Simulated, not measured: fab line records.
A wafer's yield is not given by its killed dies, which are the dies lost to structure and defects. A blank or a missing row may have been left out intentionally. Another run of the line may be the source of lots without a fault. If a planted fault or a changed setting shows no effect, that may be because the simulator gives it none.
Chamber matching | flow nand_harc | 4 sister chambers for NHARC_A_CHANNEL_FILL_D1_CMP_10 on cmp-03
The step polishes, target thk 150 nm. 8 wafers are shown with their chamber, then 9 later ones without.

== WAFERS PAIRED WITH THEIR CHAMBERS ==
wafer  | chamber | slurry_flow_ml_min | motor_current_A (A)
L078.5 | 1       | 150.7              | 10.3
L079.3 | 3       | 149.4              | 11.6
L079.6 | 1       | 150.1              | 11.3
L082.2 | 3       | 150.0              | 12.1
L082.6 | 0       | 150.0              | 11.2
L083.1 | 0       | 149.7              | 11.8
L083.4 | 2       | 150.2              | 11.6
L083.6 | 2       | 150.2              | 11.8

== WAFERS WITHOUT THEIR CHAMBER ==
wafer  | slurry_flow_ml_min | motor_current_A (A)
L086.1 | 149.5              | 11.4
L086.2 | 149.5              | 11.9
L086.5 | 149.9              | 11.2
L090.1 | 150.0              | 11.3
L090.2 | 149.2              | 11.4
L090.5 | 150.5              | 11.3
L091.2 | 149.7              | 11.7
L091.3 | 150.5              | 11.4
L091.5 | 150.0              | 11.6

== WHICH CHAMBER EACH ONE RAN IN ==
wafer  | from the rows above               | in truth
L086.1 | can't be placed: 0 or 3 or 2      | 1
L086.2 | can't be placed: 3 or 0 or 2      | 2
L086.5 | can't be placed: 0 or 2 or 3 or 1 | 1
L090.1 | can't be placed: 0 or 2 or 3 or 1 | 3
L090.2 | can't be placed: 3 or 0 or 2      | 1
L090.5 | can't be placed: 1 or 2 or 0 or 3 | 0
L091.2 | can't be placed: 3 or 0 or 2      | 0
L091.3 | can't be placed: 2 or 1 or 0 or 3 | 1
L091.5 | can't be placed: 0 or 2 or 3 or 1 | 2
0 of 9 placed correctly. From these rows, 9 cannot be placed; in 7 the true chamber is one of the candidates. Number placed wrongly: 0.
How it was worked out, from the rows above alone: a wafer's distance from a chamber is the root of the sum, over the readings, of the square of ((its reading less the chamber's mean) divided by the reading's scatter). The wafer belongs to the nearest chamber; if the next one is less than 2 further off, it can't be placed. A chamber's mean is the mean of its shown wafers. How the scatter is found: for the shown wafers, subtract from each reading the mean of its chamber, square and add these, divide the total by (wafers less chambers), then take the root.
